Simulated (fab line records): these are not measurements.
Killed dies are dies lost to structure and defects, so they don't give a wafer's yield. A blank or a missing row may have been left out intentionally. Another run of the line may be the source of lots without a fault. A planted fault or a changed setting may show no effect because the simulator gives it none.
Matching of chambers + flow n5Finfet + 4 sister chambers for N5_MIM_TOP_ALD_00 on aldHk-02
The step deposits Al2O3, purge time 3 s, co reactant pulse time 3 s. 20 wafers are shown with their chamber, then 10 later ones without.

WAFERS, EACH WITH ITS CHAMBER
| wafer  | chamber | precursorPulseHeightRel |
|--------|---------|-------------------------|
| L074.4 | 1       | 1.018                   |
| L074.5 | 0       | 1.026                   |
| L074.6 | 3       | 1.000                   |
| L076.2 | 3       | 1.031                   |
| L076.3 | 2       | 0.981                   |
| L076.6 | 3       | 1.048                   |
| L081.3 | 0       | 1.009                   |
| L081.5 | 0       | 0.992                   |
| L081.6 | 3       | 1.016                   |
| L082.2 | 1       | 1.018                   |
| L082.3 | 3       | 1.021                   |
| L082.6 | 3       | 1.007                   |
| L083.3 | 2       | 0.996                   |
| L083.4 | 0       | 1.016                   |
| L083.5 | 0       | 0.982                   |
| L088.2 | 0       | 0.972                   |
| L088.3 | 2       | 1.016                   |
| L088.6 | 3       | 1.000                   |
| L087.1 | 2       | 0.996                   |
| L087.3 | 1       | 1.002                   |

SIGNATURES (averages over the wafers above)
| reading                 | chamber 0 | chamber 1 | chamber 2 | chamber 3 | scatter within a chamber |
|-------------------------|-----------|-----------|-----------|-----------|--------------------------|
| precursorPulseHeightRel | 0.99950   | 1.01267   | 0.99725   | 1.01757   | 0.0174                   |
Rule: distance of a wafer from a chamber = root of the sum over the readings of ((wafer's reading minus chamber's mean) / reading's scatter) squared. The wafer belongs to the nearest chamber; if the next one is less than 2 further off, it can't be placed. The scatter is the square root of a quotient: the sum, over the shown wafers, of each reading's squared deviation from its chamber's mean, divided by wafers minus chambers.

WAFERS WHOSE CHAMBER IS MISSING
| wafer  | precursorPulseHeightRel |
|--------|-------------------------|
| L087.4 | 0.986                   |
| L091.1 | 1.002                   |
| L091.3 | 0.962                   |
| L091.6 | 0.986                   |
| L092.3 | 0.956                   |
| L092.4 | 0.997                   |
| L092.5 | 0.951                   |
| L094.1 | 0.951                   |
| L094.5 | 0.995                   |
| L094.6 | 1.013                   |

CHAMBER TAKEN BY EACH
| wafer  | from the rows above               | in truth |
|--------|-----------------------------------|----------|
| L087.4 | can't be placed: 2 or 0 or 1 or 3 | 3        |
| L091.1 | can't be placed: 0 or 2 or 1 or 3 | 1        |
| L091.3 | can't be placed: 2 or 0 or 1 or 3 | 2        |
| L091.6 | can't be placed: 2 or 0 or 1 or 3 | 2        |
| L092.3 | can't be placed: 2 or 0 or 1 or 3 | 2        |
| L092.4 | can't be placed: 2 or 0 or 1 or 3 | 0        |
| L092.5 | can't be placed: 2 or 0 or 1 or 3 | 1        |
| L094.1 | can't be placed: 2 or 0 or 1 or 3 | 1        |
| L094.5 | can't be placed: 2 or 0 or 1 or 3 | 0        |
| L094.6 | can't be placed: 1 or 3 or 0 or 2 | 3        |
Correct placement for 0 of the 10. From these rows, 10 cannot be placed; in 10 the true chamber is one of the candidates. Wrongly placed: 0.
